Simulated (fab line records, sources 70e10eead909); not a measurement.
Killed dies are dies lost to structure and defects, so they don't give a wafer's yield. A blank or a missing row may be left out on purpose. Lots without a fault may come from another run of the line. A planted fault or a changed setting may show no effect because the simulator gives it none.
Chamber matching | flow nand_harc | NHARC_A_SGD_CUT_DEP_00 on pecvd-04: 3 sister chambers
The step deposits SiNx, target thk 50 nm. 3 wafers are shown with their chamber, then 7 later ones without.

WAFERS WITH THEIR CHAMBER
wafer  | chamber | heater_power_w (W)
L087.5 | 2       | 722
L088.2 | 1       | 839
L088.4 | 0       | 698

WAFERS WITHOUT THEIR CHAMBER
wafer  | heater_power_w (W)
L088.6 | 617
L095.1 | 712
L095.2 | 820
L095.3 | 687
L092.3 | 701
L092.4 | 688
L092.6 | 829

WHICH CHAMBER EACH WENT THROUGH
wafer  | from the rows above     | in truth
L088.6 | can't be placed: 0 or 2 | 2
L095.1 | can't be placed: 2 or 0 | 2
L095.2 | 1                       | 1
L095.3 | can't be placed: 0 or 2 | 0
L092.3 | can't be placed: 0 or 2 | 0
L092.4 | can't be placed: 0 or 2 | 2
L092.6 | 1                       | 1
Placed correctly: 2 of 7. Can't be placed from these rows: 5 (the true chamber is among the candidates in 5). Placed wrongly: 0.
How it was worked out, from the rows above alone: a wafer's distance from a chamber is the root of the sum, over the readings, of the square of ((its reading less the chamber's mean) divided by the reading's scatter). The wafer belongs to the nearest chamber; if the next one is less than 2 further off, it can't be placed. A chamber's mean is the mean of its shown wafers. The scatter: with one shown wafer a chamber, the root of the mean of the squares of how far each hidden wafer lies from its nearest shown one.
